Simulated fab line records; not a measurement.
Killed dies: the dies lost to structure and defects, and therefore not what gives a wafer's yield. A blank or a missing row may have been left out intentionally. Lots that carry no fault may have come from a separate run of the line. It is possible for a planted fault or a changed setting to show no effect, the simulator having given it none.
Problem report, 8D (eight disciplines) form, completed by code ; flow n5-finfet ; the parts of the form that need people (team, actions taken, sign-off) are left out

== 1. THE PROBLEM ==
At N5_BEOL_M4_COAT_22, spin-speed-rpm averages 1628.9 rpm over 9 wafers from 3 lots, while fault-free wafers read 1500.0 rpm, standard deviation 0.9. So: +99 or more standard deviations from the usual mean.
The step: resist thk 30 nm.
Seen first at day 10 16:25 on litho-track-01, wafer L117.1. The record holds 15 wafers of 5 lots with a number at this step. Rule for "out", or "out of limits": more than 4 standard deviations from the usual mean. Any other wafer with a number is counted as sound.

== 2. WHAT IT IS; WHAT IT IS NOT ==
question;is;is not
which readings at this step;spin-speed-rpm;-
which lots;L117, L118, L119;L115, L120
which wafers of those lots;all that have a number;-
read on which tools;litho-track-01;litho-track-05
when;from day 10 16:25;"up to then (3 sound wafers); but 3 sound wafers of L120 came after"

== 3. THE SUSPECTS, EACH WITH WHAT RULES IT OUT ==
Counting: a tool at any process step up to the reading remains a suspect when it ran all the lots that are out and ran no sound lot after the first of those.
- litho-track-01 at N5_BEOL_M4_COAT_22 (resist thk 30 nm): kept. All lots that are out passed through it, beginning with L117 at day 10 16:25, and no sound lot followed; its final sound lot before that point was L115 at day 10 01:58. Its own readings are out on those wafers: spin-speed-rpm.
After counting, what remains is litho-track-01 at N5_BEOL_M4_COAT_22.

== 4. THE CAUSE (what the simulator had put in) ==
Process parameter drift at N5_BEOL_M4_COAT_22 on litho-track-01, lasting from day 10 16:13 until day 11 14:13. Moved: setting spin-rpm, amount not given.
Counting left only this tool.

== 5. SEQUENCE OF EFFECTS, ordered by route ==
Rows list readings where the struck wafers' mean (over those with a number) sits beyond 3 standard deviations from the usual. Only readings whose record carries a usual standard deviation are examined. hours: median over the lots of the time between each lot's start at the first step of this table that gives one and its start at this step. sigmas: the change, counted in usual standard deviations.
hours;step;reading;usual;on struck wafers;change;sigmas
0;N5_BEOL_M4_COAT_22;spin-speed-rpm;1500.0 rpm;1628.9;+128.9;+99 or more
The process steps in it:
- N5_BEOL_M4_COAT_22: resist thk 30 nm.
Later measuring or inspecting steps at which every struck wafer that the step has a row for has a number for every such reading, and none has moved that far: N5_BEOL_M4_RC_MEAS_101.

== 6. HOW IT WOULD HAVE BEEN CAUGHT EARLIER ==
The fault began at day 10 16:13; the first out-of-limits reading in this record came at day 10 16:25, 0 hours later.
